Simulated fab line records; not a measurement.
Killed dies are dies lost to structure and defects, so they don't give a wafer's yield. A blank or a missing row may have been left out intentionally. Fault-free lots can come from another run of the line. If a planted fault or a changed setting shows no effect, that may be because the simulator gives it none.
Which of the tools did it?	flow nand-harc	24 lots, 72 wafers sampled, at 6 steps of a route of 1302

== WHAT THE GAUGES READ, wafer by wafer ==
The record lacks any reading of a measuring or inspecting step that a usual standard deviation could be used to judge.

== TOOL THAT RAN EACH LOT (tool first, then ch and the chambers of the sampled wafers, then the start) ==
lot	NHARC_A_STAIRCASE_STRIP_295	NHARC_A_STAIRCASE_STRIP_316	NHARC_A_STAIRCASE_DEP_151	NHARC_A_STAIRCASE_DEP_322	NHARC_A_STAIRCASE_STRIP_446	NHARC_A_SGD_CUT_DEP_00
L074	rie-diel-02 ch 0,3, day 17 19:49 or earlier	rie-diel-08 ch 1,2,3, day 17 19:49 or earlier	pecvd-02 ch 0,1, day 17 19:49	pecvd-04 ch 0,1,2, day 18 03:00	plasma-asher-01 ch 0,1, day 19 03:10	pecvd-04 ch 1,2, day 19 05:49
L075	rie-diel-09 ch 0,1,2, day 18 11:43 or earlier	rie-diel-08 ch 1,2,3, day 18 11:43 or earlier	pecvd-04 ch 0,1, day 18 11:43	pecvd-02 ch 1,2, day 18 23:04	plasma-asher-02 ch 0,1, day 19 19:19	pecvd-03 ch 0,1, day 19 21:58
L076	rie-diel-08 ch 0,1,3, day 18 18:56 or earlier	rie-diel-08 ch 0,1,3, day 18 18:56 or earlier	pecvd-03 ch 0,1,2, day 18 18:56	pecvd-04 ch 0,2, day 18 23:10	plasma-asher-02 ch 0,1, day 19 19:35	pecvd-03 ch 1,2, day 19 22:20
L077	rie-diel-08 ch 0,2, day 19 17:43 or earlier	rie-diel-02 ch 1,2, day 19 17:43 or earlier	pecvd-02 ch 1,2, day 19 17:43	pecvd-02 ch 1,2, day 20 01:56	plasma-asher-02 ch 0,1, day 21 01:57	pecvd-04 ch 0,1, day 21 04:39
L080	rie-diel-02 ch 0,1, day 19 17:44 or earlier	rie-diel-09 ch 2,3, day 19 17:44 or earlier	pecvd-03 ch 0,1, day 19 17:44	pecvd-03 ch 0,2, day 20 01:56	plasma-asher-02 ch 0,1, day 21 02:14	pecvd-04 ch 0,1,2, day 21 05:03
L078	rie-diel-02 ch 0,1,3, day 20 03:33 or earlier	rie-diel-02 ch 0,1, day 20 03:33 or earlier	pecvd-02 ch 0,1,2, day 20 03:33	pecvd-02 ch 0,1, day 20 11:31	plasma-asher-01 ch 0,1, day 21 16:02	pecvd-04 ch 0,1, day 21 18:40
L079	rie-diel-08 ch 0,2, day 20 10:52 or earlier	rie-diel-02 ch 2,3, day 20 10:52 or earlier	pecvd-04 ch 0,1,2, day 20 10:52	pecvd-04 ch 0,1,2, day 20 23:20	plasma-asher-01 ch 0,1, day 21 23:39	pecvd-01 ch 1,2, day 22 02:16
L081	rie-diel-08 ch 0,2,3, day 20 19:20 or earlier	rie-diel-09 ch 0,1, day 20 19:20 or earlier	pecvd-04 ch 0,1,2, day 20 19:20	pecvd-04 ch 0,1,2, day 21 03:32	plasma-asher-01 ch 0,1, day 21 23:17	pecvd-03 ch 1,2, day 22 01:57
L082	rie-diel-09 ch 0,1, day 20 22:59 or earlier	rie-diel-02 ch 1,2, day 20 22:59 or earlier	pecvd-02 ch 0,1,2, day 20 22:59	pecvd-03 ch 1,2, day 21 03:38	plasma-asher-02 ch 0,1, day 22 02:41	pecvd-03 ch 0,1,2, day 22 05:19
L083	rie-diel-02 ch 2,3, day 21 13:11 or earlier	rie-diel-02 ch 0,1,3, day 21 13:11 or earlier	pecvd-03 ch 1,2, day 21 13:11	pecvd-03 ch 0,1, day 21 22:53	plasma-asher-02 ch 0,1, day 22 22:18	pecvd-01 ch 1,2, day 23 00:56
L085	rie-diel-08 ch 1,2,3, day 22 14:40 or earlier	rie-diel-08 ch 1,2,3, day 22 14:40 or earlier	pecvd-02 ch 1, day 22 14:40	pecvd-03 ch 0,1,2, day 22 23:53	plasma-asher-02 ch 0,1, day 23 21:14	pecvd-04 ch 0,1,2, day 24 00:00
L084	rie-diel-09 ch 0,1,2, day 22 03:15 or earlier	rie-diel-02 ch 1,2,3, day 22 03:15 or earlier	pecvd-03 ch 1,2, day 22 03:15	pecvd-03 ch 0,2, day 22 11:04	plasma-asher-01 ch 0,1, day 23 08:59	pecvd-04 ch 0,1, day 23 11:38
L086	rie-diel-09 ch 0,2,3, day 23 00:57 or earlier	rie-diel-08 ch 1,2,3, day 23 00:57 or earlier	pecvd-02 ch 0,1, day 23 00:57	pecvd-02 ch 0,1,2, day 23 10:04	plasma-asher-01 ch 0,1, day 24 06:29	pecvd-03 ch 0,1, day 24 09:08
L087	rie-diel-08 ch 1,3, day 23 04:10 or earlier	rie-diel-08 ch 0,1,3, day 23 04:10 or earlier	pecvd-02 ch 0,1,2, day 23 04:10	pecvd-03 ch 0,1,2, day 23 09:58	plasma-asher-02 ch 0,1, day 24 06:27	pecvd-01 ch 0,1,2, day 24 09:19
L089	rie-diel-02 ch 0,2,3, day 23 22:56 or earlier	rie-diel-02 ch 2,3, day 23 22:56 or earlier	pecvd-04 ch 0,2, day 23 22:56	pecvd-02 ch 1,2, day 24 06:19	plasma-asher-01 ch 0,1, day 25 04:25	pecvd-01 ch 0,1,2, day 25 06:59
L090	rie-diel-09 ch 0,1,2, day 24 07:08 or earlier	rie-diel-09 ch 0,2,3, day 24 07:08 or earlier	pecvd-04 ch 0,2, day 24 07:08	pecvd-04 ch 0,1,2, day 24 14:20	plasma-asher-02 ch 0,1, day 25 19:23	pecvd-03 ch 1,2, day 25 22:07
L088	rie-diel-09 ch 1,2, day 24 12:39 or earlier	rie-diel-09 ch 0,1,3, day 24 12:39 or earlier	pecvd-03 ch 0,1, day 24 12:39	pecvd-03 ch 0,2, day 24 22:39	plasma-asher-02 ch 0, day 26 00:59	pecvd-01 ch 1,2, day 26 03:48
L092	rie-diel-08 ch 0,1,3, day 25 06:53 or earlier	rie-diel-02 ch 0,1, day 25 06:53 or earlier	pecvd-04 ch 0,1,2, day 25 06:53	pecvd-03 ch 0,1,2, day 25 17:13	plasma-asher-02 ch 0,1, day 26 15:51	pecvd-03 ch 0,1,2, day 26 18:38
L091	rie-diel-02 ch 0,1,2, day 25 06:53 or earlier	rie-diel-09 ch 0,2,3, day 25 06:53 or earlier	pecvd-03 ch 0,1,2, day 25 06:53	pecvd-04 ch 0,1,2, day 25 17:31	plasma-asher-01 ch 0,1, day 26 15:46	pecvd-04 ch 0,1,2, day 26 18:29
L093	rie-diel-08 ch 0,2, day 26 00:55 or earlier	rie-diel-09 ch 0,1,3, day 26 00:55 or earlier	pecvd-04 ch 0,1,2, day 26 00:55	pecvd-03 ch 0,1,2, day 26 08:58	plasma-asher-02 ch 0,1, day 27 11:32	pecvd-01 ch 0,1,2, day 27 14:26
L094	rie-diel-09 ch 2,3, day 26 00:55 or earlier	rie-diel-09 ch 0,1,2, day 26 00:55 or earlier	pecvd-03 ch 0,1, day 26 00:55	pecvd-02 ch 1,2, day 26 09:09	plasma-asher-02 ch 0,1, day 27 10:51	pecvd-03 ch 0,1,2, day 27 14:02
L095	rie-diel-08 ch 1,3, day 26 17:32 or earlier	rie-diel-08 ch 1,2,3, day 26 17:32 or earlier	pecvd-02 ch 0,1,2, day 26 17:32	pecvd-04 ch 0,1,2, day 27 03:05	plasma-asher-02 ch 0,1, day 28 03:52	pecvd-04 ch 1,2, day 28 06:32
L096	rie-diel-02 ch 1,2, day 26 17:44 or earlier	rie-diel-09 ch 0,1,3, day 26 17:44 or earlier	pecvd-03 ch 0,1, day 26 17:44	pecvd-03 ch 0,2, day 27 03:16	plasma-asher-01 ch 1, day 28 03:37	pecvd-01 ch 0,1, day 28 06:19
L097	rie-diel-09 ch 0,1,2, day 27 12:48 or earlier	rie-diel-08 ch 0,1,2, day 27 12:48 or earlier	pecvd-02 ch 0,1, day 27 12:48	pecvd-02 ch 1,2, day 27 19:56	plasma-asher-01 ch 0,1, day 28 17:52	pecvd-01 ch 0,1,2, day 28 20:29
- NHARC_A_STAIRCASE_STRIP_295: strips in O2.
- NHARC_A_STAIRCASE_STRIP_316: strips in O2.
- NHARC_A_STAIRCASE_DEP_151: deposits SiO2, target thk 7200 nm.
- NHARC_A_STAIRCASE_DEP_322: deposits SiO2, target thk 7200 nm.
- NHARC_A_STAIRCASE_STRIP_446: strips in O2.
- NHARC_A_SGD_CUT_DEP_00: deposits SiNx, target thk 50 nm.

== AS READ BY THE TOOLS THEMSELVES (means over the sampled wafers that have a number; for cases with no such wafer, the mark the record gives instead) ==
NHARC_A_STAIRCASE_STRIP_295. Usual: drypump-motor-current-A 5.8 A, standard deviation 0.51; oes-product-au 1.003 a.u., standard deviation 0.0098; rf-vpp-V 57.8 V, standard deviation 0.94; showerhead-plenum-p-Torr 3.53 Torr, standard deviation 0.19; throttle-valve-pct 17.037 %, standard deviation 0.0093.
lot	tool	drypump-motor-current-A (A)	oes-product-au (a.u.)	rf-vpp-V (V)	showerhead-plenum-p-Torr (Torr)	throttle-valve-pct (%)	flag
L074	rie-diel-02	6.0	0.998	58.0	3.76	17.042	
L075	rie-diel-09	5.4	1.009	57.5	3.62	17.043	
L076	rie-diel-08	5.8	0.998	57.6	3.38	17.046	
L077	rie-diel-08	5.1	1.000	57.3	3.33	17.035	
L080	rie-diel-02	6.0	1.004	57.6	3.60	17.038	
L078	rie-diel-02	6.2	1.006	58.5	3.68	17.038	
L079	rie-diel-08	5.2	1.022	57.7	3.37	17.036	
L081	rie-diel-08	5.5	1.001	56.9	3.33	17.043	
L082	rie-diel-09	5.6	1.002	57.5	3.60	17.040	
L083	rie-diel-02	6.2	1.000	58.3	3.53	17.035	
L085	rie-diel-08	5.9	1.009	56.5	3.41	17.031	
L084	rie-diel-09	5.4	1.007	58.3	3.60	17.048	
L086	rie-diel-09	5.6	1.003	58.4	3.46	17.044	
L087	rie-diel-08	6.2	1.006	57.3	3.37	17.033	
L089	rie-diel-02	6.1	0.990	58.0	3.63	17.032	
L090	rie-diel-09	5.4	1.006	58.0	3.60	17.037	
L088	rie-diel-09	5.6	1.004	59.2	3.72	17.033	
L092	rie-diel-08	5.8	1.001	57.7	3.71	17.040	
L091	rie-diel-02	5.9	0.997	58.1	3.53	17.037	
L093	rie-diel-08	5.1	0.998	58.3	3.67	17.043	
L094	rie-diel-09	5.6	0.997	57.0	3.58	17.040	
L095	rie-diel-08	6.2	0.986	58.1	3.71	17.028	
L096	rie-diel-02	6.1	1.014	57.4	3.43	17.033	
L097	rie-diel-09	5.4	1.001	57.3	3.58	17.042	

NHARC_A_STAIRCASE_STRIP_316. Usual: drypump-motor-current-A 5.8 A, standard deviation 0.51; oes-product-au 1.003 a.u., standard deviation 0.0086; rf-vpp-V 57.7 V, standard deviation 0.95; showerhead-plenum-p-Torr 3.52 Torr, standard deviation 0.18; throttle-valve-pct 17.036 %, standard deviation 0.01.
lot	tool	drypump-motor-current-A (A)	oes-product-au (a.u.)	rf-vpp-V (V)	showerhead-plenum-p-Torr (Torr)	throttle-valve-pct (%)	flag
L074	rie-diel-08	5.9	1.000	57.6	3.43	17.035	
L075	rie-diel-08	5.9	1.002	57.4	3.43	17.036	
L076	rie-diel-08	5.8	1.005	56.3	3.38	17.038	
L077	rie-diel-02	6.0	1.002	58.0	3.45	17.040	
L080	rie-diel-09	6.0	1.011	57.0	3.45	17.036	
L078	rie-diel-02	5.9	1.011	57.7	3.67	17.031	
L079	rie-diel-02	6.4	1.005	57.8	3.65	17.041	
L081	rie-diel-09	5.4	0.996	57.4	3.49	17.026	
L082	rie-diel-02	6.1	0.998	57.2	3.45	17.033	
L083	rie-diel-02	6.2	1.004	59.0	3.67	17.026	
L085	rie-diel-08	5.9	1.014	57.3	3.41	17.044	
L084	rie-diel-02	6.2	1.002	57.6	3.56	17.030	
L086	rie-diel-08	5.9	1.005	58.1	3.41	17.028	
L087	rie-diel-08	5.8	1.007	57.0	3.36	17.039	
L089	rie-diel-02	6.2	0.999	57.4	3.51	17.035	
L090	rie-diel-09	5.6	1.004	57.1	3.46	17.042	
L088	rie-diel-09	5.8	1.013	57.3	3.45	17.041	
L092	rie-diel-02	5.8	1.003	57.9	3.64	17.036	
L091	rie-diel-09	5.6	1.010	57.2	3.45	17.033	
L093	rie-diel-09	5.8	1.007	57.6	3.44	17.046	
L094	rie-diel-09	5.4	1.004	58.9	3.59	17.029	
L095	rie-diel-08	6.0	0.994	57.4	3.57	17.035	
L096	rie-diel-09	5.8	0.999	57.3	3.44	17.038	
L097	rie-diel-08	5.5	0.990	58.4	3.57	17.027	

NHARC_A_STAIRCASE_DEP_151. Usual: heater-power-w at 617 W, with a standard deviation of 110.
lot	tool	heater-power-w (W)	flag
L074	pecvd-02	544	
L075	pecvd-04	700	
L076	pecvd-03	684	
L077	pecvd-02	684	
L080	pecvd-03	643	
L078	pecvd-02	629	
L079	pecvd-04	599	
L081	pecvd-04	590	
L082	pecvd-02	618	
L083	pecvd-03	635	
L085	pecvd-02	516	
L084	pecvd-03	655	
L086	pecvd-02	558	
L087	pecvd-02	629	
L089	pecvd-04	680	
L090	pecvd-04	684	
L088	pecvd-03	659	
L092	pecvd-04	571	
L091	pecvd-03	586	
L093	pecvd-04	588	
L094	pecvd-03	580	
L095	pecvd-02	635	
L096	pecvd-03	664	
L097	pecvd-02	512	

NHARC_A_STAIRCASE_DEP_322. Usual: heater-power-w at 627 W, with a standard deviation of 110.
lot	tool	heater-power-w (W)	flag
L074	pecvd-04	689	
L075	pecvd-02	759	
L076	pecvd-04	684	
L077	pecvd-02	729	
L080	pecvd-03	674	
L078	pecvd-02	535	
L079	pecvd-04	622	
L081	pecvd-04	633	
L082	pecvd-03	558	
L083	pecvd-03	664	
L085	pecvd-03	669	
L084	pecvd-03	705	
L086	pecvd-02	574	
L087	pecvd-03	650	
L089	pecvd-02	671	
L090	pecvd-04	637	
L088	pecvd-03	683	
L092	pecvd-03	598	
L091	pecvd-04	575	
L093	pecvd-03	625	
L094	pecvd-02	587	
L095	pecvd-04	640	
L096	pecvd-03	689	
L097	pecvd-02	707	

NHARC_A_STAIRCASE_STRIP_446. Usual: drypump-motor-current-A 6.0 A, standard deviation 0.38; heater-power-w 314 W, standard deviation 26.
lot	tool	drypump-motor-current-A (A)	heater-power-w (W)	flag
L074	plasma-asher-01	5.9	325	
L075	plasma-asher-02	6.1	314	
L076	plasma-asher-02	6.2	313	
L077	plasma-asher-02	6.1	317	
L080	plasma-asher-02	5.8	298	
L078	plasma-asher-01	5.9	325	
L079	plasma-asher-01	5.9	323	
L081	plasma-asher-01	5.9	321	
L082	plasma-asher-02	6.1	317	
L083	plasma-asher-02	5.8	291	
L085	plasma-asher-02	6.1	310	
L084	plasma-asher-01	5.9	332	
L086	plasma-asher-01	6.0	336	
L087	plasma-asher-02	6.1	316	
L089	plasma-asher-01	6.0	333	
L090	plasma-asher-02	5.8	292	
L088	plasma-asher-02	6.4	336	
L092	plasma-asher-02	5.8	297	
L091	plasma-asher-01	6.0	337	
L093	plasma-asher-02	5.8	295	
L094	plasma-asher-02	5.9	300	
L095	plasma-asher-02	5.9	299	
L096	plasma-asher-01	5.7	326	
L097	plasma-asher-01	6.0	333	

NHARC_A_SGD_CUT_DEP_00. Usual: heater-power-w at 701 W, with a standard deviation of 100.
lot	tool	heater-power-w (W)	flag
L074	pecvd-04	613	
L075	pecvd-03	672	
L076	pecvd-03	668	
L077	pecvd-04	664	
L080	pecvd-04	625	
L078	pecvd-04	702	
L079	pecvd-01	840	
L081	pecvd-03	698	
L082	pecvd-03	710	
L083	pecvd-01	774	
L085	pecvd-04	727	
L084	pecvd-04	670	
L086	pecvd-03	634	
L087	pecvd-01	726	
L089	pecvd-01	732	
L090	pecvd-03	639	
L088	pecvd-01	772	
L092	pecvd-03	685	
L091	pecvd-04	697	
L093	pecvd-01	769	
L094	pecvd-03	676	
L095	pecvd-04	617	
L096	pecvd-01	765	
L097	pecvd-01	750	

== THE ANSWER, worked out from the rows above alone ==
Rule: take the mean of a lot's wafers that have a number; if it is more than 3 standard deviations from the usual mean, the lot is off. Also off: a lot with no number at a reading for which 4 or more lots have one. Any other lot the step has rows for is counted as sound. The gauges are gone through in route order, then the tools' own readings, and for those a lot's mean is taken as printed above. The first step at which some lot is off is used, and at that step the reading that is off furthest; a lot without a number counts as furthest.
No lot is off on any of the readings shown, so nothing can be concluded from this.

== WHAT WAS PUT IN BY THE SIMULATOR ==
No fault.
